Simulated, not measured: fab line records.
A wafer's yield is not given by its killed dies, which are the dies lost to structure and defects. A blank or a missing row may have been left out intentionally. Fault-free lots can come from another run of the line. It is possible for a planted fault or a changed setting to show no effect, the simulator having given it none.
Which tool did it? ; flow n5-finfet ; 11 lots, 31 wafers sampled, at 4 steps of a route of 1938

== WHAT THE GAUGES READ, wafer by wafer ==
N5_PASSIVATION_CD_MEAS_30 targets a cd of 4000 nm. Usual: cd-nm at 4001.5 nm, with a standard deviation of 2.
lot;measured;on;cd-nm (nm);flag
L798;day 12 00:25;cd-sem-02;3998.2 3998.5 4001.5;
L797;day 12 00:59;cd-sem-02;4003.5 4001.7;
L800;day 12 13:37;cd-sem-01;4000.1 4000.4 3998.5;
L802;day 13 03:29;cd-sem-02;4005.3 4002.6 4003.0;
L801;day 13 03:54;cd-sem-01;4000.7 4001.2 4000.6;
L805;day 13 16:05;cd-sem-02;4002.8 4005.2 4003.8;
L810;day 15 01:35;cd-sem-03;4010.5 3999.8;
L816;day 16 23:31;cd-sem-01;3998.5 3998.9 3997.0;
L817;day 17 04:22;cd-sem-02;3998.0 4002.2 4000.0;
L819;day 17 08:12;cd-sem-02;4002.5 4003.7 4000.4;
L820;day 17 14:54;cd-sem-02;3999.4 3999.9 4001.5;

== WHAT TOOL EACH LOT RAN ON (gives the tool, then ch and the chambers of the sampled wafers, and finally the start) ==
lot;N5_PASSIVATION_SPUTTER_20;N5_PASSIVATION_AL_DEP_21;N5_PASSIVATION_EXPOSE_27
L798;pvd-sputter-01, day 11 23:44;pvd-sputter-01, day 11 23:50;krf-scanner-02 ch 0, day 12 00:15
L797;pvd-sputter-01, day 12 00:17;pvd-sputter-01, day 12 00:23;krf-scanner-01 ch 0, day 12 00:49
L800;pvd-sputter-02, day 12 12:55;pvd-sputter-02, day 12 13:01;krf-scanner-01 ch 0, day 12 13:27
L802;pvd-sputter-01, day 13 02:55;pvd-sputter-01, day 13 03:01;krf-scanner-01 ch 0, day 13 03:19
L801;pvd-sputter-01, day 13 03:20;pvd-sputter-01, day 13 03:26;krf-scanner-01 ch 0, day 13 03:44
L805;pvd-sputter-02, day 13 15:23;pvd-sputter-02, day 13 15:29;krf-scanner-01 ch 0, day 13 15:55
L810;pvd-sputter-03, day 15 01:01;pvd-sputter-03, day 15 01:07;krf-scanner-01 ch 0, day 15 01:25
L816;pvd-sputter-03, day 16 22:57;pvd-sputter-03, day 16 23:03;krf-scanner-02 ch 0, day 16 23:21
L817;pvd-sputter-01, day 17 03:48;pvd-sputter-01, day 17 03:54;krf-scanner-02 ch 0, day 17 04:12
L819;pvd-sputter-01, day 17 07:38;pvd-sputter-01, day 17 07:44;krf-scanner-02 ch 0, day 17 08:02
L820;pvd-sputter-02, day 17 14:20;pvd-sputter-02, day 17 14:26;krf-scanner-02 ch 0, day 17 14:43
- N5_PASSIVATION_SPUTTER_20: material TaN, target thk 50 nm.
- N5_PASSIVATION_AL_DEP_21: deposits Al, target thk 2800 nm, time 170 s.
- N5_PASSIVATION_EXPOSE_27: exposes mask PAD, defocus 0 nm.

== AS READ BY THE TOOLS THEMSELVES (means over the sampled wafers that have a number; for cases with no such wafer, the mark the record gives instead) ==
N5_PASSIVATION_SPUTTER_20. Usual: susceptor-temp-C 25.00 C, standard deviation 0.091; throttle-valve-pct 29.7 %, standard deviation 0.94.
lot;tool;susceptor-temp-C (C);throttle-valve-pct (%);flag
L798;pvd-sputter-01;25.05;28.7;
L797;pvd-sputter-01;25.12;29.8;
L800;pvd-sputter-02;24.96;30.1;
L802;pvd-sputter-01;24.96;28.6;
L801;pvd-sputter-01;25.05;29.6;
L805;pvd-sputter-02;24.97;29.8;
L810;pvd-sputter-03;25.02;30.2;
L816;pvd-sputter-03;24.93;30.7;
L817;pvd-sputter-01;24.91;29.6;
L819;pvd-sputter-01;24.87;29.1;
L820;pvd-sputter-02;25.05;29.8;

N5_PASSIVATION_AL_DEP_21. Usual: susceptor-temp-C 400.04 C, standard deviation 0.24; throttle-valve-pct 29.7 %, standard deviation 0.94.
lot;tool;susceptor-temp-C (C);throttle-valve-pct (%);flag
L798;pvd-sputter-01;400.13;28.7;
L797;pvd-sputter-01;399.89;29.9;
L800;pvd-sputter-02;400.05;30.0;
L802;pvd-sputter-01;399.97;28.7;
L801;pvd-sputter-01;399.93;29.8;
L805;pvd-sputter-02;399.83;30.1;
L810;pvd-sputter-03;399.90;30.3;
L816;pvd-sputter-03;399.99;30.4;
L817;pvd-sputter-01;399.91;29.5;
L819;pvd-sputter-01;400.09;29.0;
L820;pvd-sputter-02;400.12;29.8;

== THE ANSWER, worked out from the rows above alone ==
Rule: a lot counts as off when the mean over its wafers that have a number is more than 3 standard deviations away from the usual mean. A lot without any number at a reading at which 4 lots or more have one is off too. All remaining lots with rows at the step are treated as sound. First the gauges in route order, then the tools' own readings, where a lot's mean is used as printed above. At the first step where some lot is off, the reading lying furthest off is the one used; lots without a number count as furthest.
None of the lots is off at any reading shown; this tells nothing.

== WHAT THE SIMULATOR HAD INSERTED ==
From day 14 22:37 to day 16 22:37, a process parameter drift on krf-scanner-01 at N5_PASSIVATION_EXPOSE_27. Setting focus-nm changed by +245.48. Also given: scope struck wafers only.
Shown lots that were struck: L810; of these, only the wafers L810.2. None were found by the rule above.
